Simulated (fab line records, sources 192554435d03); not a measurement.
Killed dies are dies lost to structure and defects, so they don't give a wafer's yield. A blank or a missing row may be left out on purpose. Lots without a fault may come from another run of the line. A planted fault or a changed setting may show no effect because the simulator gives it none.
fab line records | flow n5_finfet
record lots=6 wafers=18 last_day=16
route steps=1938 shown ILD0@343 SDB@347
lots that met no fault: from a run of the same line without faults
start_h: hours from the record's first day to the start of the lot's first wafer shown | wait_h: hours since the lot's step before | " the same as in the row above | L1.1+2: a row that stands for several wafers | - no value, or no start given | * or withheld: withheld | < > ~ a bound
route shown NAME@n: a module of which the file shows steps, and the number in the route of the first | usual: mean/standard deviation of fault-free wafers | same: alike in all rows | chamber/n: place in a boat | sites: the reading at each site | _std_site: their standard deviation | _edge_site: outer sites' mean less inner sites' | radius_mm: how far each site lies from the wafer's centre | mask NAME#n: copy n | behind: the tool/chamber that last shaped the wafer | hold: why the lot was held/for how many hours/how that ended | device: the transistor (n, p or np) that didn't switch | end of line: the same wafers' tests at the end of the route | a step without rows: its recipe alone | killed: dies lost to structure and defects at the first sort, not the wafer's yield | map: a wafer's dies, x killed, . not, _ none there
set.NAME: the setting as run; set.NAME@STEP: as run at that earlier step | model.NAME: the simulator's own value behind a step, which no gauge read
lots at some steps of the route; a table a step, a row a wafer
services: from which hour (start_h, from the record's first day; less than 0 if before it) a tool's chamber was out of use, for how many hours, and why
## steps
# step N5_ILD0_ALD_15
# recipe material=SiNx target_thk_a=240 temp_c=400 ald_precursor_family=SiH2I2 ald_co_reactant=N2/H2-plasma pulse_time_s=1 ald_cycles=480 purge_time_s=2 co_reactant_purge_time_s=2 pressure_torr=2
# usual heater_power_w=811/75 precursor_pulse_height_rel=1.004/0.018
# same pulse_time_s=1 purge_time_s=2
# columns lot.wafer tool chamber start_h wait_h heater_power_w precursor_pulse_height_rel
L783.1 ald_sin-03 3 70.25 1.8 901 0.999
L783.2 " 1 " " 847 1.016
L783.4 " 2 " " 701 1.025
L786.2 ald_sin-03 0 88.16 0.5 851 0.974
L786.4 " 2 " " 705 1.008
L786.6 " 0 89.25 1.1 868 1.020
L791.2 ald_sin-02 3 117.96 0.5 816 0.977
L791.4 " 1 " " 690 1.010
L791.5 " 2 119.04 1.3 861 1.006
L796.2 ald_sin-03 0 147.26 0.5 867 1.002
L796.4 " 1 " " 846 1.019
L796.6 " 2 148.34 1.1 686 1.029
L803.3 ald_sin-03 3 189.91 0.7 897 1.009
L803.4 " 1 " " 830 1.001
L803.6 " 3 191.00 1.5 910 1.014
L805.1 ald_sin-02 3 201.35 0.6 850 0.993
L805.3 " 1 " " 706 1.019
L805.4 " 2 " " 845 1.000
# step N5_ILD0_CMP_12
# recipe stop_on=poly-Si material=SiNx t_overpolish_s=6 post_cmp_clean=alkaline_brush down_force_psi=2.5 platen_rpm=51.8 pad_velocity_m_s=1.0307 target_thk_nm=17.67
# usual edge_zone_pressure_frac=1.000/0.0053 motor_current_A=9.2/0.77 overpolish_run_s=5.999/0.0089 pad_life_wafers=1125/660 platen_rpm=51.80/0.041 slurry_filter_dp_kPa=13.49/0.14 time_to_endpoint_s=29.4/2.5
# columns lot.wafer tool chamber start_h wait_h edge_zone_pressure_frac motor_current_A overpolish_run_s pad_life_wafers platen_rpm slurry_filter_dp_kPa time_to_endpoint_s
L783.2 cmp-02 2 72.45 1.1 0.996 7.4 6.010 1938 51.79 13.38 24.3
L783.1 " 3 " " 0.997 10.3 5.995 1939 51.77 13.57 28.8
L783.4 " 1 " " 1.003 8.9 5.991 1941 51.75 13.57 24.7
L786.2 cmp-03 3 90.36 1.1 0.998 9.8 6.013 6 51.78 13.84 24.7
L786.4 " 2 " " 1.000 8.6 6.006 9 51.79 13.51 27.5
L786.6 " 3 " " 1.005 10.1 6.003 - 51.75 13.73 24.0
L791.4 cmp-01 3 120.19 1.2 1.003 8.9 6.018 1381 51.75 13.66 27.0
L791.2 " 1 " " 0.994 8.6 6.003 1383 51.77 13.51 28.2
L791.5 " 3 " " 1.005 8.9 5.986 - 51.80 13.43 29.0
L796.4 cmp-02 0 149.53 1.2 0.992 9.9 6.008 500 51.77 13.11 31.8
L796.2 " 1 " " 0.997 9.3 5.998 501 51.72 13.50 32.1
L796.6 " 2 " " 1.007 7.6 6.001 - 51.80 13.30 30.5
L803.4 cmp-02 0 192.11 1.1 0.993 8.9 6.003 768 51.74 13.76 26.5
L803.3 " 3 " " 1.000 10.2 5.996 771 51.82 13.48 28.7
L803.6 " 0 " " 1.004 9.4 5.990 - 51.81 13.39 27.1
L805.4 cmp-01 2 203.59 1.2 0.989 9.8 5.991 1939 51.81 13.52 29.8
L805.1 " 3 " " 0.993 9.1 5.998 1940 51.77 13.42 31.3
L805.3 " 0 " " 0.999 10.3 5.984 1941 51.81 13.70 31.4
# step N5_ILD0_THK_MEAS_13
# usual thk_nm=17.9/0.91
# columns lot.wafer tool chamber start_h wait_h thk_nm
L783.1 film_metro-02 - 72.74 - 17.4
L783.2 " - " " 16.9
L783.4 " - " " 16.8
L786.2 film_metro-01 - 90.66 - 16.9
L786.4 " - " " 16.8
L786.6 " - " " 16.4
L791.2 film_metro-02 - 120.45 - 18.3
L791.4 " - " " 17.9
L791.5 " - " " 19.1
L796.2 film_metro-02 - 149.75 - 18.8
L796.4 " - " " 17.8
L796.6 " - " " 18.3
L803.3 film_metro-02 - 192.41 - 17.5
L803.4 " - " " 17.2
L803.6 " - " " 17.8
L805.1 film_metro-01 - 203.85 - 17.4
L805.3 " - " " 17.5
L805.4 " - " " 16.3
# step N5_ILD0_INSPECT_06
# recipe inspect_instrument=darkfield mode=post_cmp
# usual raw_defect_count=42/20
# columns lot.wafer tool chamber start_h wait_h raw_defect_count
L783.1 defect_inspect-02 - 72.77 0.0 50
L783.2 " - " " 26
L783.4 " - " " 24
L786.2 defect_inspect-01 - 90.69 0.0 58
L786.4 " - " " 53
L786.6 " - " " 59
L791.2 defect_inspect-02 - 120.48 0.0 30
L791.4 " - " " 29
L791.5 " - " " 48
L796.2 defect_inspect-02 - 149.78 0.0 32
L796.4 " - " " 59
L796.6 " - " " 47
L803.3 defect_inspect-02 - 192.43 0.0 27
L803.4 " - " " 26
L803.6 " - " " 45
L805.1 defect_inspect-02 - 203.87 0.0 50
L805.3 " - " " 67
L805.4 " - " " 26
# step N5_SDB_HM_DEP_00
# recipe material=SiNx target_thk_a=400 temp_c=400 precursor=SiH4/NH3/N2 pressure_torr=1.5 rf_w=300 time_s=35.3
# usual heater_power_w=714/69 showerhead_plenum_p_Torr=5.08/0.12 throttle_valve_pct=41/3.1
# columns lot.wafer tool chamber start_h wait_h heater_power_w showerhead_plenum_p_Torr throttle_valve_pct
L783.1 pecvd-01 1 72.80 0.0 727 5.10 44
L783.2 " 2 " " 583 4.99 39
L783.4 " 0 " " 760 5.00 45
L786.2 pecvd-03 2 90.72 0.0 772 5.28 37
L786.4 " 1 " " 833 5.18 41
L786.6 " 0 " " 817 4.89 39
L791.2 pecvd-01 1 120.52 0.0 654 5.12 44
L791.4 " 1 " " 654 5.10 44
L791.5 " 2 " " 626 4.98 39
L796.2 pecvd-01 2 149.81 0.0 674 4.98 39
L796.4 " 1 " " 599 5.09 44
L796.6 " 0 " " 762 5.00 45
L803.3 pecvd-04 0 192.50 0.1 620 5.19 44
L803.4 " 1 " " 731 5.00 38
L803.6 " 0 " " 636 5.17 44
L805.1 pecvd-04 0 203.91 0.0 602 5.18 44
L805.3 " 2 " " 696 5.23 37
L805.4 " 1 " " 657 5.01 38
# step N5_SDB_COAT_03
# recipe resist=SOC temp_c=250 time_s=60 spin_rpm=1500 resist_thk_nm=100
# step N5_SDB_COAT_04
# recipe resist=SiARC temp_c=220 time_s=60 spin_rpm=1500 resist_thk_nm=18
# step N5_SDB_COAT_05
# recipe resist=CAR-ArF spin_rpm=1500 resist_thk_nm=90
# step N5_SDB_EBR_07
# recipe solvent=PGMEA ebr_width_mm=1.5
# step N5_SDB_SOFTBAKE_06
# recipe temp_c=110 time_s=60 resist=CAR-ArF
# step N5_SDB_EXPOSE_08
# recipe mask_id=SDB na=1.35 source_shape=conventional sigma_outer=0.5 polarization=unpolarized dose_mj=49.6
# step N5_SDB_PEB_09
# recipe peb_temp_c=withheld peb_time_s=60 resist=CAR-ArF
# step N5_SDB_DEVELOP_10
# recipe develop_time_s=30 developer=TMAH resist=CAR-ArF rinse_liquid=diw dry=air_spin dev_temp_c=23
# usual chill_plate_temp_C=22.97/0.1 develop_time_s=30/0
# columns lot.wafer tool chamber start_h wait_h chill_plate_temp_C develop_time_s model.CAR-ArF_of_SDB_COAT_05.thk_nm
L783.1 litho_track-01 0 73.20 - 22.82 30 88.6
L783.2 " 0 " " 22.63 30 88.4
L783.4 " 0 " " 22.85 30 88.4
L786.2 litho_track-03 0 91.12 - 23.05 30 88.6
L786.4 " 0 " " 22.91 30 88.2
L786.6 " 0 " " 23.06 30 88.8
L791.2 litho_track-02 0 120.79 - 23.16 30 88.4
L791.4 " 0 " " 23.03 30 88.4
L791.5 " 0 " " 23.07 30 88.6
L796.2 litho_track-01 0 150.08 - 23.01 30 88.2
L796.4 " 0 " " 23.02 30 88.2
L796.6 " 0 " " 23.00 30 88
L803.3 litho_track-01 - 192.89 - - - 90
L803.4 " - " " - - 90
L803.6 " - " " - - 90.2
L805.1 litho_track-03 - 204.30 - - - 89.4
L805.3 " - " " - - 90.2
L805.4 " - " " - - 90.2
# step N5_SDB_CD_MEAS_11
# recipe target_cd_nm=50 landing_energy_ev=500 detector=se_inlens polarity=opening
# usual cd_nm=49.9/0.86
# columns lot.wafer tool chamber start_h wait_h cd_nm
L783.1 cd_sem-03 0 73.25 - 50.2
L783.2 " 0 " " 50.4
L783.4 " 0 " " 49.3
L786.2 cd_sem-01 0 91.17 - 50.2
L786.4 " 0 " " 49.5
L786.6 " 0 " " 50.3
L791.2 cd_sem-03 0 120.84 - 50.5
L791.4 " 0 " " 49.3
L791.5 " 0 " " 50.7
L796.2 cd_sem-03 0 150.14 - 50.7
L796.4 " 0 " " 50.1
L796.6 " 0 " " 48.9
L803.3 cd_sem-01 0 192.95 - -
L803.4 " 0 " " -
L803.6 " 0 " " -
L805.1 cd_sem-02 0 204.36 - -
L805.3 " 0 " " -
L805.4 " 0 " " -
## services
# columns tool chamber start_h hours kind
ald_sin-03 2 52.80 3.3 repair
pecvd-03 - 59.53 0.8 repair
cmp-03 - 59.58 1.1 repair
pecvd-01 - 60.72 2.8 pm
cmp-03 - 68.29 3.6 pm
ald_sin-02 - 68.56 6.1 pm
ald_sin-02 - 85.25 14.0 pm
cmp-03 - 85.84 4.0 pm
cmp-02 - 87.05 4.0 pm
ald_sin-03 1 89.88 3.2 repair
pecvd-01 1 90.44 5.9 repair
cmp-02 - 91.05 - consumable_replace:conditioner
cmp-02 - 91.05 - consumable_replace:pad
cmp-03 - 125.10 0.6 repair
ald_sin-03 - 127.76 0.7 repair
ald_sin-02 0 138.60 3.0 repair
cmp-03 - 143.16 0.8 repair
cmp-01 - 144.48 7.2 repair
cmp-02 - 152.35 3.2 pm
cmp-02 - 170.30 4.3 repair
pecvd-03 1 175.64 10.2 repair
cmp-01 - 181.22 2.8 repair
pecvd-01 - 189.49 2.2 repair
cmp-02 - 190.68 1.4 repair
## key
first_sign step=N5_SDB_DEVELOP_10 reading=tool_record direction=missing
effect none on later readings
model_effect step=N5_SDB_DEVELOP_10 value=CAR-ArF_of_SDB_COAT_05.thk_nm without=88.27 struck=90
met_at N5_SDB_DEVELOP_10
struck_wafers L803.3,L803.4,L803.6,L805.1,L805.3,L805.4
later_rows_left_out L803.3,L803.4,L803.6,L805.1,L805.3,L805.4
sort_left_out L803.3,L803.4,L803.6,L805.1,L805.3,L805.4
onset_between 150.08 192.89
fault kind=skipped_step_whole tool=litho_track-01,litho_track-03 chamber=- onset_h=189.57 steps=N5_SDB_DEVELOP_10 scope=struck_lots_only
# sort_left_out: the simulated sort isn't trusted on such a fault, so these wafers' sort isn't shown, and their yield isn't known
# later_rows_left_out: the simulator's readings of these wafers behind a module that went badly wrong aren't trusted and aren't shown, but for the sort
